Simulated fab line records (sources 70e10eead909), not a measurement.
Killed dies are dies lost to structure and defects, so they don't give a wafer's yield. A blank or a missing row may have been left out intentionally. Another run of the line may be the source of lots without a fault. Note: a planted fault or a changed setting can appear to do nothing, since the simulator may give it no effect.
fab line records | flow nand-harc
record: lots: 12 | wafers: 36 | last-day: 33
route steps=1302 shown A_CONTACT@994 END@1302
lots with no fault: from the same line, run without faults
start-h: hours from the record's opening day to when the first of the lot's shown wafers began | wait-h: time in hours since the lot's previous step | " repeats the value in the row above | L1.1+2: a row that stands for several wafers | - no value present, or no start provided | * or withheld: withheld | < > ~ a bound
route shown NAME@n: NAME is a module with steps in the file, n the number in the route of the first one | usual: average and standard deviation across the fault-free wafers | same: alike in all rows | chamber/n: place in a boat | sites: readings site by site | _std_site: the standard deviation of these | _edge_site: inner sites' mean taken away from outer sites' mean | radius-mm: how far each site lies from the wafer's centre | mask NAME#n: copy n | behind: the tool/chamber that last shaped the wafer | hold: why the lot went on hold/how many hours it stayed there/how the hold came to an end | device: which transistor (n, p or np) failed to switch | end of line: tests of these same wafers at the route's end | where a step has no rows: the recipe by itself | killed: the dies lost at the first sort to structure and to defects; this is not the yield of the wafer | map: a wafer's dies, x killed, . not, _ none there
set.NAME: the setting the step ran with; set.NAME@STEP: the setting that earlier step ran with | model.NAME: the simulator's own value behind a step, which no gauge read
the route's steps for a sample of lots (tables are steps, rows are wafers)
services: when a tool's chamber went out of use (start-h, in hours from the record's first day, below 0 if earlier), for how many hours, and the reason
== steps ==
step: NHARC_A_CONTACT_EXPOSE_39
recipe: na: 1.35 | sigma-outer: 0.8 | dose-mj: 58.79 | mask-id: A_CC_3
usual: reticle-temp-C: 22.99/0.099
lot.wafer | tool            | chamber | start-h | wait-h | mask     | reticle-temp-C
L686.1    | arfi-scanner-01 | 0       | 509.04  | -      | A_CC_3#0 | 23.16
L686.5    | "               | 0       | "       | "      | A_CC_3#0 | 22.92
L686.6    | "               | 0       | "       | "      | A_CC_3#0 | 22.93
L688.1    | arfi-scanner-02 | 0       | 516.65  | -      | A_CC_3#0 | 22.95
L688.4    | "               | 0       | "       | "      | A_CC_3#0 | 22.99
L688.6    | "               | 0       | "       | "      | A_CC_3#0 | 23.03
L687.3    | arfi-scanner-03 | 0       | 519.58  | -      | A_CC_3#0 | 23.09
L687.5    | "               | 0       | "       | "      | A_CC_3#0 | 22.99
L687.6    | "               | 0       | "       | "      | A_CC_3#0 | 23.01
L689.1    | arfi-scanner-03 | 0       | 529.60  | -      | A_CC_3#0 | 23.17
L689.4    | "               | 0       | "       | "      | A_CC_3#0 | 22.99
L689.5    | "               | 0       | "       | "      | A_CC_3#0 | 23.00
L691.2    | arfi-scanner-01 | 0       | 544.56  | -      | A_CC_3#0 | 22.86
L691.3    | "               | 0       | "       | "      | A_CC_3#0 | 22.89
L691.4    | "               | 0       | "       | "      | A_CC_3#0 | 22.91
L696.4    | arfi-scanner-03 | 0       | 605.50  | -      | A_CC_3#0 | 22.89
L696.5    | "               | 0       | "       | "      | A_CC_3#0 | 23.04
L696.6    | "               | 0       | "       | "      | A_CC_3#0 | 23.07
L700.1    | arfi-scanner-02 | 0       | 625.54  | -      | A_CC_3#0 | 23.09
L700.4    | "               | 0       | "       | "      | A_CC_3#0 | 23.13
L700.6    | "               | 0       | "       | "      | A_CC_3#0 | 23.06
L699.2    | arfi-scanner-03 | 0       | 640.06  | -      | A_CC_3#0 | 22.78
L699.4    | "               | 0       | "       | "      | A_CC_3#0 | 23.03
L699.5    | "               | 0       | "       | "      | A_CC_3#0 | 23.09
L703.3    | arfi-scanner-01 | 0       | 674.67  | -      | A_CC_3#0 | 22.90
L703.4    | "               | 0       | "       | "      | A_CC_3#0 | 22.98
L703.6    | "               | 0       | "       | "      | A_CC_3#0 | 22.93
L704.1    | arfi-scanner-01 | 0       | 676.39  | -      | A_CC_3#0 | 23.24
L704.2    | "               | 0       | "       | "      | A_CC_3#0 | 23.01
L704.3    | "               | 0       | "       | "      | A_CC_3#0 | 22.98
L705.4    | arfi-scanner-01 | 0       | 691.78  | -      | A_CC_3#0 | 22.96
L705.5    | "               | 0       | "       | "      | A_CC_3#0 | 22.97
L705.6    | "               | 0       | "       | "      | A_CC_3#0 | 23.00
L708.4    | arfi-scanner-01 | 0       | 711.77  | -      | A_CC_3#0 | 23.19
L708.5    | "               | 0       | "       | "      | A_CC_3#0 | 22.92
L708.6    | "               | 0       | "       | "      | A_CC_3#0 | 23.08
step: NHARC_A_CONTACT_OVL_MEAS_43
usual: overlay-x-nm: -0.1/0.67 | overlay-y-nm: 0.2/0.84
lot.wafer | tool       | chamber | start-h | wait-h | overlay-x-nm | overlay-y-nm
L686.1    | overlay-02 | -       | 509.27  | -      | 0.0          | -0.5
L686.5    | "          | -       | "       | "      | 0.2          | 0.4
L686.6    | "          | -       | "       | "      | 0.5          | -0.2
L688.1    | overlay-02 | -       | 516.88  | -      | -1.1         | -0.3
L688.4    | "          | -       | "       | "      | -1.6         | -0.1
L688.6    | "          | -       | "       | "      | -0.8         | -0.1
L687.3    | overlay-01 | -       | 519.80  | -      | -0.2         | 1.8
L687.5    | "          | -       | "       | "      | 0.0          | 1.9
L687.6    | "          | -       | "       | "      | -0.2         | 1.6
L689.1    | overlay-02 | -       | 529.82  | -      | 0.1          | -0.5
L689.4    | "          | -       | "       | "      | -0.3         | -0.6
L689.5    | "          | -       | "       | "      | 0.0          | -0.8
L691.2    | overlay-01 | -       | 544.78  | -      | 0.4          | -0.6
L691.3    | "          | -       | "       | "      | 0.7          | -0.5
L691.4    | "          | -       | "       | "      | 0.8          | -0.2
L696.4    | overlay-01 | -       | 605.72  | -      | 21.5         | 0.0
L696.5    | "          | -       | "       | "      | 21.6         | -0.4
L696.6    | "          | -       | "       | "      | 21.7         | 0.2
L700.1    | overlay-02 | -       | 625.76  | -      | -0.2         | 0.8
L700.4    | "          | -       | "       | "      | -0.7         | 0.8
L700.6    | "          | -       | "       | "      | -0.6         | 0.9
L699.2    | overlay-01 | -       | 640.28  | -      | 19.9         | 1.5
L699.4    | "          | -       | "       | "      | 19.8         | 1.6
L699.5    | "          | -       | "       | "      | 20.3         | 1.1
L703.3    | overlay-02 | -       | 674.89  | -      | 0.0          | -0.6
L703.4    | "          | -       | "       | "      | 0.2          | -1.3
L703.6    | "          | -       | "       | "      | 0.3          | -1.1
L704.1    | overlay-02 | -       | 676.62  | -      | 0.6          | 1.3
L704.2    | "          | -       | "       | "      | 0.5          | 1.4
L704.3    | "          | -       | "       | "      | 0.6          | 1.4
L705.4    | overlay-01 | -       | 692.01  | -      | -0.5         | 0.0
L705.5    | "          | -       | "       | "      | -0.7         | 1.1
L705.6    | "          | -       | "       | "      | -0.1         | 1.2
L708.4    | overlay-02 | -       | 711.99  | -      | -0.4         | 1.1
L708.5    | "          | -       | "       | "      | -0.1         | 1.4
L708.6    | "          | -       | "       | "      | 0.0          | 0.9
step: NHARC_A_CONTACT_INSPECT_44
usual: raw-defect-count: 80/38
lot.wafer | tool              | chamber | start-h | wait-h | raw-defect-count
L686.1    | defect-inspect-01 | -       | 509.30  | 0.0    | 155
L686.5    | "                 | -       | "       | "      | 174
L686.6    | "                 | -       | "       | "      | 154
L688.1    | defect-inspect-02 | -       | 516.91  | 0.0    | 79
L688.4    | "                 | -       | "       | "      | 75
L688.6    | "                 | -       | "       | "      | 75
L687.3    | defect-inspect-01 | -       | 519.84  | 0.0    | 115
L687.5    | "                 | -       | "       | "      | 104
L687.6    | "                 | -       | "       | "      | 106
L689.1    | defect-inspect-02 | -       | 529.86  | 0.0    | 63
L689.4    | "                 | -       | "       | "      | 64
L689.5    | "                 | -       | "       | "      | 74
L691.2    | defect-inspect-02 | -       | 544.82  | 0.0    | 74
L691.3    | "                 | -       | "       | "      | 73
L691.4    | "                 | -       | "       | "      | 83
L696.4    | defect-inspect-01 | -       | 605.75  | 0.0    | 75
L696.5    | "                 | -       | "       | "      | 71
L696.6    | "                 | -       | "       | "      | 80
L700.1    | defect-inspect-01 | -       | 625.81  | 0.0    | 105
L700.4    | "                 | -       | "       | "      | 105
L700.6    | "                 | -       | "       | "      | 87
L699.2    | defect-inspect-02 | -       | 640.32  | 0.0    | 57
L699.4    | "                 | -       | "       | "      | 74
L699.5    | "                 | -       | "       | "      | 65
L703.3    | defect-inspect-02 | -       | 674.92  | 0.0    | 61
L703.4    | "                 | -       | "       | "      | 57
L703.6    | "                 | -       | "       | "      | 70
L704.1    | defect-inspect-01 | -       | 676.66  | 0.0    | 118
L704.2    | "                 | -       | "       | "      | 114
L704.3    | "                 | -       | "       | "      | 109
L705.4    | defect-inspect-02 | -       | 692.05  | 0.0    | 125
L705.5    | "                 | -       | "       | "      | 130
L705.6    | "                 | -       | "       | "      | 110
L708.4    | defect-inspect-01 | -       | 712.03  | 0.0    | 121
L708.5    | "                 | -       | "       | "      | 125
L708.6    | "                 | -       | "       | "      | 97
step: NHARC_A_CONTACT_ETCH_51
recipe: target-depth-a: 70000 | over-etch-frac: 0.3 | time-s: 1820 | ion-energy-ev: 150 | o2-flow-sccm: 400 | cos-flow-sccm: 20 | ar-flow-sccm: 0 | rf-w: 500 | bias-w: 300 | chemistry: O2/COS
usual: bias-w: 300.0/0.86 | drypump-motor-current-A: 6.1/0.36 | mfc-ar-sccm: 0.005/0.0092 | oes-product-au: 1.000/0.0096 | rf-vpp-V: 314.1/2.4 | showerhead-plenum-p-Torr: 3.11/0.15 | throttle-valve-pct: 28.330/0.01
lot.wafer | tool        | chamber | start-h | wait-h | bias-w | drypump-motor-current-A | mfc-ar-sccm | oes-product-au | rf-hours-counter-h | rf-vpp-V | showerhead-plenum-p-Torr | throttle-valve-pct
L686.1    | rie-diel-10 | 0       | -       | -      | 300.0  | 6.1                     | 0.020       | 1.011          | 12                 | 317.1    | 3.29                     | 28.328
L686.6    | "           | 0       | "       | "      | 300.5  | 6.1                     | 0.020       | 1.007          | -                  | 316.9    | 3.29                     | 28.340
L686.5    | "           | 1       | "       | "      | 300.3  | 6.0                     | 0           | 1.012          | -                  | 314.9    | 3.20                     | 28.343
L688.1    | rie-diel-11 | 3       | -       | -      | 298.8  | 6.5                     | 0           | 0.997          | 25                 | 315.8    | 3.33                     | 28.324
L688.4    | "           | 1       | "       | "      | 300.1  | 5.5                     | 0           | 1.000          | 27                 | 312.7    | 3.07                     | 28.336
L688.6    | "           | 0       | "       | "      | 299.5  | 5.8                     | 0           | 0.994          | -                  | 313.7    | 3.12                     | 28.329
L687.3    | rie-diel-03 | 3       | -       | -      | 299.6  | 6.3                     | 0           | 0.983          | 16                 | 313.7    | 3.04                     | 28.324
L687.6    | "           | 2       | "       | "      | 300.4  | 6.7                     | 0.030       | 0.991          | -                  | 316.8    | 3.33                     | 28.341
L687.5    | "           | 0       | "       | "      | 302.6  | 6.3                     | 0           | 0.996          | -                  | 311.4    | 2.97                     | 28.337
L689.4    | rie-diel-11 | 0       | -       | -      | 299.1  | 5.8                     | 0           | 0.987          | 31                 | 313.2    | 3.12                     | 28.342
L689.1    | "           | 1       | "       | "      | 299.0  | 5.5                     | 0           | 0.995          | 31                 | 312.5    | 3.07                     | 28.341
L689.5    | "           | 3       | "       | "      | 301.2  | 6.5                     | 0           | 0.983          | -                  | 316.4    | 3.33                     | 28.348
L691.3    | rie-diel-11 | 1       | -       | -      | 299.9  | 5.5                     | 0           | 0.998          | 39                 | 313.7    | 3.07                     | 28.328
L691.4    | "           | 2       | "       | "      | 299.8  | 5.7                     | 0.004       | 1.000          | 38                 | 311.7    | 2.90                     | 28.325
L691.2    | "           | 0       | "       | "      | 300.6  | 5.9                     | 0           | 0.982          | 37                 | 312.4    | 3.12                     | 28.324
L696.4    | rie-diel-10 | 3       | -       | -      | 298.7  | 6.6                     | 0           | 0.974          | 0                  | 312.4    | 2.96                     | 28.329
L696.6    | "           | 3       | "       | "      | 301.4  | 6.6                     | 0           | 0.978          | -                  | 311.4    | 2.96                     | 28.322
L696.5    | "           | 0       | "       | "      | 299.6  | 6.1                     | 0.020       | 1.012          | -                  | 316.1    | 3.28                     | 28.319
L700.1    | rie-diel-10 | 2       | -       | -      | 300.2  | 6.5                     | 0           | 1.000          | 5                  | 311.2    | 2.94                     | 28.334
L700.4    | "           | 3       | "       | "      | 301.6  | 6.6                     | 0           | 0.992          | 7                  | 311.3    | 2.96                     | 28.318
L700.6    | "           | 2       | "       | "      | 299.9  | 6.5                     | 0           | 0.996          | -                  | 311.5    | 2.94                     | 28.332
L699.4    | rie-diel-11 | 3       | -       | -      | 300.1  | 6.5                     | 0           | 1.014          | 7                  | 318.1    | 3.31                     | 28.341
L699.2    | "           | 0       | "       | "      | 300.2  | 5.8                     | 0           | 1.003          | 8                  | 313.8    | 3.11                     | 28.340
L699.5    | "           | 3       | "       | "      | 299.9  | 6.5                     | 0           | 1.018          | -                  | 318.0    | 3.31                     | 28.337
L703.4    | rie-diel-11 | 2       | -       | -      | 300.6  | 5.7                     | 0.004       | 1.002          | 16                 | 316.7    | 3.36                     | 28.334
L703.3    | "           | 3       | "       | "      | 299.8  | 6.5                     | 0           | 1.005          | 17                 | 316.9    | 3.31                     | 28.343
L703.6    | "           | 1       | "       | "      | 300.0  | 5.5                     | 0           | 1.017          | -                  | 313.0    | 3.05                     | 28.325
L704.1    | rie-diel-03 | 3       | -       | -      | 298.9  | 6.3                     | 0           | 0.995          | 11                 | 312.9    | 3.02                     | 28.323
L704.3    | "           | 0       | "       | "      | 300.8  | 6.4                     | 0           | 0.999          | 11                 | 312.7    | 2.95                     | 28.319
L704.2    | "           | 2       | "       | "      | 299.3  | 6.7                     | 0.030       | 0.991          | 11                 | 317.6    | 3.31                     | 28.332
L705.4    | rie-diel-03 | 0       | -       | -      | 299.7  | 6.3                     | 0           | 1.005          | 17                 | 312.0    | 2.95                     | 28.327
L705.5    | "           | 3       | "       | "      | 298.6  | 6.3                     | 0           | 0.998          | -                  | 313.1    | 3.02                     | 28.329
L705.6    | "           | 0       | "       | "      | 300.0  | 6.4                     | 0           | 0.996          | -                  | 312.1    | 2.95                     | 28.326
L708.4    | rie-diel-03 | 2       | -       | -      | 300.0  | 6.7                     | 0.030       | 0.998          | 19                 | 317.4    | 3.31                     | 28.334
L708.5    | "           | 1       | "       | "      | 301.3  | 6.0                     | 0           | 1.015          | -                  | 310.0    | 2.92                     | 28.312
L708.6    | "           | 2       | "       | "      | 299.7  | 6.7                     | 0.030       | 0.994          | -                  | 317.4    | 3.30                     | 28.324
step: NHARC_A_CONTACT_ETCH_113
recipe: source-w: withheld | pressure-mtorr: 20 | bias-v: 3000 | time-s: 190 | target-depth-a: 18500 | ar-flow-sccm: withheld | c4f8-flow-sccm: withheld | o2-flow-sccm: withheld | chemistry: C4F8/O2/Ar
lot.wafer | tool            | chamber | start-h | wait-h | rf-hours-counter-h
L686.1    | har-cap-etch-02 | 0       | 511.58  | 0.1    | 83
L686.6    | "               | 1       | "       | "      | -
L686.5    | "               | 0       | "       | "      | -
L688.1    | har-cap-etch-01 | 0       | 519.15  | 0.1    | 0
L688.4    | "               | 1       | "       | "      | -
L688.6    | "               | 0       | "       | "      | -
L687.3    | har-cap-etch-03 | 0       | 522.55  | 0.1    | -
L687.6    | "               | 1       | "       | "      | -
L687.5    | "               | 0       | "       | "      | -
L689.1    | har-cap-etch-02 | 0       | 532.21  | 0.1    | 91
L689.4    | "               | 0       | "       | "      | -
L689.5    | "               | 0       | "       | "      | -
L691.2    | har-cap-etch-02 | 0       | 547.09  | 0.1    | 95
L691.3    | "               | 1       | "       | "      | -
L691.4    | "               | 0       | "       | "      | -
L696.4    | har-cap-etch-03 | 1       | 608.28  | 0.2    | -
L696.5    | "               | 1       | "       | "      | -
L696.6    | "               | 0       | "       | "      | -
L700.1    | har-cap-etch-02 | 0       | 628.06  | 0.1    | 111
L700.4    | "               | 1       | "       | "      | -
L700.6    | "               | 0       | "       | "      | -
L699.2    | har-cap-etch-01 | 1       | 643.03  | 0.1    | 25
L699.4    | "               | 1       | "       | "      | -
L699.5    | "               | 1       | "       | "      | -
L703.3    | har-cap-etch-02 | 1       | 677.24  | 0.1    | -
L703.4    | "               | 0       | "       | "      | -
L703.6    | "               | 1       | "       | "      | -
L704.2    | har-cap-etch-03 | 0       | 678.91  | 0.1    | 74
L704.1    | "               | 1       | "       | "      | 74
L704.3    | "               | 0       | "       | "      | -
L705.4    | har-cap-etch-02 | 0       | 694.48  | 0.1    | -
L705.6    | "               | 0       | "       | "      | -
L705.5    | "               | 1       | "       | "      | -
L708.4    | har-cap-etch-02 | 1       | 714.56  | 0.2    | -
L708.5    | "               | 1       | "       | "      | -
L708.6    | "               | 0       | "       | "      | -
step: NHARC_END_SORT_01
recipe: temp-c: 25
usual: killed-at-array: 50/20 | killed-at-other: 1.2/1.5 | killed-at-periphery: 3.6/2.6 | killed-dies: 55/20 | killed-open: 3.4/2 | killed-short: 2.7/1.6
same: gross-dies: 677
lot.wafer | tool      | chamber | start-h | wait-h | killed-at-array | killed-at-other | killed-at-periphery | killed-dies | killed-open | killed-short
L686.1    | prober-02 | 0       | 581.98  | 2.5    | 83              | 2               | 0                   | 85          | 3           | 1
L686.5    | prober-02 | 0       | 585.22  | 3.7    | 104             | 2               | 3                   | 109         | 2           | 5
L686.6    | prober-02 | 0       | 586.02  | 4.0    | 97              | 0               | 3                   | 100         | 4           | 4
L688.1    | prober-01 | 0       | 587.64  | 2.5    | 57              | 0               | 2                   | 59          | 3           | 4
L688.4    | prober-01 | 0       | 590.03  | 3.4    | 53              | 0               | 4                   | 57          | 7           | 3
L688.6    | prober-01 | 0       | 591.62  | 4.0    | 60              | 1               | 2                   | 63          | 7           | 4
L696.4    | prober-02 | 0       | 682.43  | 3.4    | 39              | 0               | 2                   | 41          | 3           | 3
L696.5    | prober-02 | 0       | 683.22  | 3.7    | 24              | 2               | 3                   | 29          | 3           | 2
L696.6    | prober-02 | 0       | 684.01  | 3.9    | 59              | 3               | 3                   | 65          | 6           | 4
L700.1    | prober-01 | 0       | 697.48  | 2.5    | 53              | 3               | 5                   | 61          | 2           | 2
L700.4    | prober-01 | 0       | 699.89  | 3.4    | 62              | 1               | 6                   | 69          | 2           | 1
L700.6    | prober-01 | 0       | 701.50  | 4.0    | 28              | 0               | 3                   | 31          | 3           | 2
L704.1    | prober-01 | 0       | 745.03  | 2.5    | 52              | 1               | 0                   | 53          | 2           | 3
L704.2    | prober-01 | 0       | 745.83  | 2.8    | 68              | 2               | 6                   | 76          | 6           | 4
L704.3    | prober-01 | 0       | 746.63  | 3.1    | 57              | 0               | 0                   | 57          | 2           | 2
L703.3    | prober-02 | 0       | 746.63  | 3.1    | 64              | 0               | 0                   | 64          | 5           | 3
L703.4    | prober-02 | 0       | 747.43  | 3.4    | 51              | 0               | 2                   | 53          | 5           | 3
L703.6    | prober-02 | 0       | 749.03  | 4.0    | 52              | 0               | 1                   | 53          | 2           | 3
killed by level:class
L686.1 A_CHANNEL_HOLE_D1:chamber-film-flake=36 A_CHANNEL_HOLE_D2:chamber-film-flake=22 A_SLIT:chamber-film-flake=14 A_ONON_D1:geometric-particle:open=2 A_DECK1_JOINT:chamber-film-flake=2 A_STAIRCASE:chamber-film-flake=2 THIN_TSV:chamber-film-flake=2 A_DECK1_JOINT:geometric-particle:open=1
L686.5 A_CHANNEL_HOLE_D1:chamber-film-flake=42 A_CHANNEL_HOLE_D2:chamber-film-flake=40 A_SLIT:chamber-film-flake=8 A_DECK1_JOINT:chamber-film-flake=3 A_CHANNEL_FILL_D1:geometric-particle:short=2 P_ZERO_WELL:chamber-film-flake=2 THIN_TSV:chamber-film-flake=2 A_CONTACT:chamber-film-flake=2
L686.6 A_CHANNEL_HOLE_D1:chamber-film-flake=29 A_CHANNEL_HOLE_D2:chamber-film-flake=25 A_SLIT:chamber-film-flake=23 A_CONTACT:chamber-film-flake=4 A_M1:chamber-film-flake=3 A_DECK1_JOINT:chamber-film-flake=2 A_STAIRCASE:chamber-film-flake=2 A_ONON_D1:geometric-particle:short=1
L688.1 A_CHANNEL_HOLE_D1:chamber-film-flake=37 A_CHANNEL_HOLE_D2:chamber-film-flake=8 A_CHANNEL_FILL_D2:chamber-film-flake=3 A_CONTACT:chamber-film-flake=2 P_M2:geometric-particle:short=1 P_M2:geometric-particle:open=1 A_ONON_D1:geometric-particle:short=1 A_CHANNEL_HOLE_D2:geometric-particle:short=1
L688.4 A_CHANNEL_HOLE_D1:chamber-film-flake=32 A_CHANNEL_HOLE_D2:chamber-film-flake=4 A_STAIRCASE:chamber-film-flake=3 A_CONTACT:chamber-film-flake=3 A_DECK1_JOINT:geometric-particle:short=2 A_M1:geometric-particle:open=2 A_DECK1_JOINT:chamber-film-flake=2 P_M0:geometric-particle:open=1
L688.6 A_CHANNEL_HOLE_D1:chamber-film-flake=33 A_CHANNEL_HOLE_D2:chamber-film-flake=8 A_CONTACT:chamber-film-flake=5 A_STAIRCASE:chamber-film-flake=3 A_M0:geometric-particle:open=2 A_DECK1_JOINT:geometric-particle:open=2 P_CONTACT:geometric-particle:open=1 A_SOURCE_PLATE:geometric-particle:open=1
L696.4 A_CHANNEL_HOLE_D2:chamber-film-flake=14 A_SLIT:chamber-film-flake=10 A_CONTACT:chamber-film-flake=6 A_CHANNEL_HOLE_D1:chamber-film-flake=2 P_M0:geometric-particle:open=1 A_CHANNEL_HOLE_D1:geometric-particle:short=1 A_CHANNEL_FILL_D1:geometric-particle:open=1 A_ONON_D2:geometric-particle:open=1
L696.5 A_SLIT:chamber-film-flake=8 A_CONTACT:chamber-film-flake=7 A_CHANNEL_HOLE_D1:chamber-film-flake=2 A_CHANNEL_HOLE_D2:chamber-film-flake=2 P_M2:geometric-particle:short=1 A_SOURCE_PLATE:geometric-particle:open=1 A_CHANNEL_FILL_D1:geometric-particle:open=1 A_CHANNEL_FILL_D2:geometric-particle:short=1
L696.6 A_SLIT:chamber-film-flake=27 A_CHANNEL_HOLE_D2:chamber-film-flake=11 A_CONTACT:chamber-film-flake=9 A_CHANNEL_HOLE_D1:chamber-film-flake=3 THIN_TSV:chamber-film-flake=3 P_M0:geometric-particle:open=2 A_CHANNEL_FILL_D1:geometric-particle:short=2 A_ONON_D1:geometric-particle:open=1
L700.1 A_SLIT:chamber-film-flake=27 A_CHANNEL_HOLE_D2:chamber-film-flake=14 A_CHANNEL_HOLE_D1:chamber-film-flake=3 A_CONTACT:chamber-film-flake=3 P_GATE:chamber-film-flake=2 P_BONDPAD:chamber-film-flake=2 A_DECK1_JOINT:chamber-film-flake=2 THIN_TSV:chamber-film-flake=2
L700.4 A_SLIT:chamber-film-flake=40 A_CHANNEL_HOLE_D2:chamber-film-flake=5 A_CONTACT:chamber-film-flake=5 A_CHANNEL_FILL_D1:chamber-film-flake=4 A_CHANNEL_HOLE_D1:chamber-film-flake=3 P_BONDPAD:chamber-film-flake=2 P_STI:geometric-particle:short=1 P_M1:geometric-particle:open=1
L700.6 A_CONTACT:chamber-film-flake=10 A_SLIT:chamber-film-flake=7 P_GATE:chamber-film-flake=2 A_CHANNEL_HOLE_D2:chamber-film-flake=2 A_CHANNEL_HOLE_D1:geometric-particle:open=1 A_CHANNEL_FILL_D1:geometric-particle:short=1 A_ONON_D2:geometric-particle:open=1 A_WL_FILL:geometric-particle:short=1
L704.1 A_CHANNEL_HOLE_D2:chamber-film-flake=29 A_SLIT:chamber-film-flake=11 A_STAIRCASE:chamber-film-flake=3 A_CHANNEL_HOLE_D1:chamber-film-flake=2 A_SOURCE_PLATE:geometric-particle:open=1 A_CHANNEL_FILL_D1:geometric-particle:short=1 A_ONON_D2:geometric-particle:open=1 A_ONON_D2:geometric-particle:short=1
L704.2 A_SLIT:chamber-film-flake=34 A_CHANNEL_HOLE_D1:chamber-film-flake=11 A_CHANNEL_HOLE_D2:chamber-film-flake=9 A_STAIRCASE:chamber-film-flake=4 A_CONTACT:chamber-film-flake=2 THIN_TSV:chamber-film-flake=2 P_GATE:geometric-particle:short=1 P_GATE:geometric-particle:open=1
L703.3 A_CHANNEL_HOLE_D1:chamber-film-flake=36 A_CONTACT:chamber-film-flake=7 A_SLIT:chamber-film-flake=5 A_STAIRCASE:chamber-film-flake=4 A_CHANNEL_FILL_D2:geometric-particle:open=3 A_WL_FILL:chamber-film-flake=3 A_SGD_CUT:geometric-particle:short=2 A_ONON_D2:geometric-particle:short=1
L704.3 A_SLIT:chamber-film-flake=25 A_CHANNEL_HOLE_D2:chamber-film-flake=13 A_CHANNEL_HOLE_D1:chamber-film-flake=9 A_STAIRCASE:chamber-film-flake=3 A_M0:geometric-particle:open=2 A_DECK1_JOINT:geometric-particle:short=1 A_ONON_D2:geometric-particle:short=1 A_CHANNEL_FILL_D2:chamber-film-flake=1
L703.4 A_CHANNEL_HOLE_D1:chamber-film-flake=29 A_CONTACT:chamber-film-flake=7 A_SLIT:chamber-film-flake=5 A_STAIRCASE:chamber-film-flake=2 P_M0:geometric-particle:short=1 A_ONON_D1:geometric-particle:open=1 A_CHANNEL_HOLE_D2:geometric-particle:short=1 A_CHANNEL_FILL_D2:geometric-particle:open=1
L703.6 A_CHANNEL_HOLE_D1:chamber-film-flake=33 A_CONTACT:chamber-film-flake=8 A_ONON_D2:geometric-particle:short=2 A_STAIRCASE:chamber-film-flake=2 A_SLIT:chamber-film-flake=2 A_SOURCE_PLATE:geometric-particle:open=1 A_SGD_CUT:geometric-particle:short=1 A_M0:geometric-particle:open=1
== services ==
tool            | chamber | start-h | hours | kind
rie-diel-11     | 0       | 490.70  | -     | clean
rie-diel-11     | 1       | 490.70  | -     | clean
rie-diel-11     | 2       | 490.70  | -     | clean
har-cap-etch-01 | -       | 497.00  | 17.0  | pm
arfi-scanner-03 | -       | 540.00  | 4.0   | pm
arfi-scanner-01 | 0       | 540.80  | -     | calibration
har-cap-etch-01 | -       | 556.44  | 1.4   | repair
rie-diel-10     | 3       | 584.32  | 14.6  | repair
arfi-scanner-01 | -       | 587.65  | 2.6   | repair
rie-diel-03     | 3       | 593.75  | 15.1  | repair
arfi-scanner-01 | -       | 596.00  | 4.0   | pm
rie-diel-10     | -       | 596.77  | 9.0   | pm
arfi-scanner-02 | -       | 599.65  | 4.3   | repair
rie-diel-11     | -       | 609.53  | 9.0   | pm
har-cap-etch-02 | -       | 624.21  | 1.0   | repair
rie-diel-10     | 3       | 632.89  | 4.0   | repair
rie-diel-03     | -       | 635.43  | 9.0   | pm
arfi-scanner-02 | -       | 656.00  | 4.0   | pm
arfi-scanner-02 | -       | 669.44  | 0.5   | repair
arfi-scanner-03 | -       | 677.86  | 4.9   | repair
rie-diel-03     | -       | 679.03  | 0.6   | repair
arfi-scanner-01 | -       | 684.81  | 0.4   | repair
rie-diel-03     | 0       | 689.40  | 2.4   | repair
arfi-scanner-03 | -       | 712.00  | 4.0   | pm
== key ==
first-sign: step: NHARC_A_CONTACT_OVL_MEAS_43 | reading: overlay-x-nm | direction: up | sigmas: 31 | usual: -0.1 | struck: 20.8
effect none on later readings
met-at NHARC_A_CONTACT_EXPOSE_39
struck-lots L696,L699
rows-end L699.2,L699.4,L699.5
tester-left-out L696
not-acting-at NHARC_A_CONTACT_INSPECT_44,NHARC_A_CONTACT_ETCH_51,NHARC_A_CONTACT_ETCH_113
onset-between 529.60 605.50
fault: kind: scanner-matching-overlay | tool: arfi-scanner-03 | chamber: - | onset-h: 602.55 | steps: NHARC_A_CONTACT_EXPOSE_39 | offset: 20.695
tester-left-out: of these lots the tester's yield and bins aren't shown, on N5 and GAA mostly nor the transistor test; their killed dies are dies lost to structure and defects alone, not to doping, threshold or leakage, so they don't give the yield
rows-end: these wafers met a further fault down the route, and their rows from its step on are left out
